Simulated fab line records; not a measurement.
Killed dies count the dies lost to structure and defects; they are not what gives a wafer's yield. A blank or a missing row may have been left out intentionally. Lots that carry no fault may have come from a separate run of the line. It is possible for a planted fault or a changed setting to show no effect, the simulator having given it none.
Split-lot trial | flow n5Finfet | route with 1938 steps; 7 lots, 39 wafers read

## THE SPLIT ITSELF
At N5_BEOL_M6_ALD_77 (deposits TaN, target thk 2 nm, pulse time 2 s, purge time 3 s), the setting aldCycles was moved away from the recipe's 40 on 15 of the 39 wafers read, by -57.5% to +50.0%. All remaining wafers had this setting at the recipe value.

The reading is taken at the split's own step.

## THE READING
TaN_of_BEOL_M6_ALD_77.thkNm (the simulator's own value, which no gauge read), in nm, at N5_BEOL_M6_ALD_77 (deposits TaN, target thk 2 nm, pulse time 2 s, purge time 3 s). No usual value for it is given in the file.

wafer  | tool, chamber at the split | aldCycles as run | against the recipe | TaN_of_BEOL_M6_ALD_77.thkNm, nm | against lot-mates on the recipe
L084.1 | aldMetal-03, 2,3,0         | 40               | recipe             | 2                               | -
L084.4 | aldMetal-03, 2,3,0         | 40               | recipe             | 2                               | -
L084.6 | aldMetal-03, 2,3,0         | 40               | recipe             | 2                               | -
L084.2 | aldMetal-03, 1,0,3         | 55               | +37.5%             | 2.8                             | +0.8
L084.3 | aldMetal-03, 1,0,3         | 55               | +37.5%             | 2.8                             | +0.8
L084.5 | aldMetal-03, 1,0,3         | 55               | +37.5%             | 2.8                             | +0.8
L085.1 | aldMetal-03, 0,3,1,2,1,2   | 40               | recipe             | 2                               | -
L085.2 | aldMetal-03, 0,3,1,2,1,2   | 40               | recipe             | 2                               | -
L085.3 | aldMetal-03, 0,3,1,2,1,2   | 40               | recipe             | 2                               | -
L085.4 | aldMetal-03, 0,3,1,2,1,2   | 40               | recipe             | 2                               | -
L085.5 | aldMetal-03, 0,3,1,2,1,2   | 40               | recipe             | 2                               | -
L085.6 | aldMetal-03, 0,3,1,2,1,2   | 40               | recipe             | 2                               | -
L090.1 | aldMetal-01, 1,3,0         | 31               | -22.5%             | 1.6                             | -0.4
L090.3 | aldMetal-01, 1,3,0         | 31               | -22.5%             | 1.6                             | -0.4
L090.6 | aldMetal-01, 1,3,0         | 31               | -22.5%             | 1.6                             | -0.4
L090.2 | aldMetal-01, 2,0,1         | 40               | recipe             | 2                               | -
L090.4 | aldMetal-01, 2,0,1         | 40               | recipe             | 2                               | -
L090.5 | aldMetal-01, 2,0,1         | 40               | recipe             | 2                               | -
L089.1 | aldMetal-01, 2,3,1         | 40               | recipe             | 2                               | -
L089.2 | aldMetal-01, 2,3,1         | 40               | recipe             | 2                               | -
L089.5 | aldMetal-01, 2,3,1         | 40               | recipe             | 2                               | -
L091.1 | aldMetal-01, 3,1,0         | 40               | recipe             | 2                               | -
L091.3 | aldMetal-01, 3,1,0         | 40               | recipe             | 2                               | -
L091.5 | aldMetal-01, 3,1,0         | 40               | recipe             | 2                               | -
L091.2 | aldMetal-01, 2,0,3         | 17               | -57.5%             | 0.8                             | -1.2
L091.4 | aldMetal-01, 2,0,3         | 17               | -57.5%             | 0.8                             | -1.2
L091.6 | aldMetal-01, 2,0,3         | 17               | -57.5%             | 0.8                             | -1.2
L093.1 | aldMetal-04, 2,3,1         | 40               | recipe             | 2                               | -
L093.3 | aldMetal-04, 2,3,1         | 40               | recipe             | 2                               | -
L093.4 | aldMetal-04, 2,3,1         | 40               | recipe             | 2                               | -
L093.2 | aldMetal-04, 0,0,1         | 60               | +50.0%             | 3                               | +1.0
L093.5 | aldMetal-04, 0,0,1         | 60               | +50.0%             | 3                               | +1.0
L093.6 | aldMetal-04, 0,0,1         | 60               | +50.0%             | 3                               | +1.0
L092.1 | aldMetal-03, 3,2,2         | 28               | -30.0%             | 1.4                             | -0.6
L092.2 | aldMetal-03, 3,2,2         | 28               | -30.0%             | 1.4                             | -0.6
L092.6 | aldMetal-03, 3,2,2         | 28               | -30.0%             | 1.4                             | -0.6
L092.3 | aldMetal-03, 1,0,3         | 40               | recipe             | 2                               | -
L092.4 | aldMetal-03, 1,0,3         | 40               | recipe             | 2                               | -
L092.5 | aldMetal-03, 1,0,3         | 40               | recipe             | 2                               | -
If several chambers appear in one row, that row covers several wafers at once and the file leaves open which wafer was in which chamber.

THE FIT
A straight line over all 39 wafers: TaN_of_BEOL_M6_ALD_77.thkNm changes by +0.0204 nm for each +1% of aldCycles; r = +1.00; the points scatter about the line by 0.022 nm.
The same after taking each lot's own level away (the mean of its wafers on the recipe; 39 wafers): +0.0204 nm for each +1%; r = +1.00; scatter 0.022 nm.
According to that fit, moving aldCycles by its largest amount changes the reading by 1.2 nm.
The lots' own levels span 2.00 to 2.00 nm.
So the lot-to-lot level changes the slope little: the two slopes agree.
Check: for one of the wafers moved furthest among these (-57.5%), held out of the fit, the line's prediction against its lot-mates is -1.17 nm. It came out at -1.2 nm against them.

## THESE WAFERS: OTHER SPLITS
Before the reading, these wafers also passed through other splits. Each is held against what the fit with the lots' levels taken away leaves over:
other split on the same wafers    | wafers away from the commonest value | r with TaN_of_BEOL_M6_ALD_77.thkNm (lot level and that fit taken away)
N5_BEOL_M0_SAQP_CUT_ETCH_46 timeS | 18                                   | +0.11
N5_BEOL_M2_TRENCH_ETCH_37 timeS   | 15                                   | -0.18

## THE FILE'S OWN FIT
TaN_of_BEOL_M6_ALD_77.thkNm changes by +0.0204 nm for each +1% of aldCycles, r = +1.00.
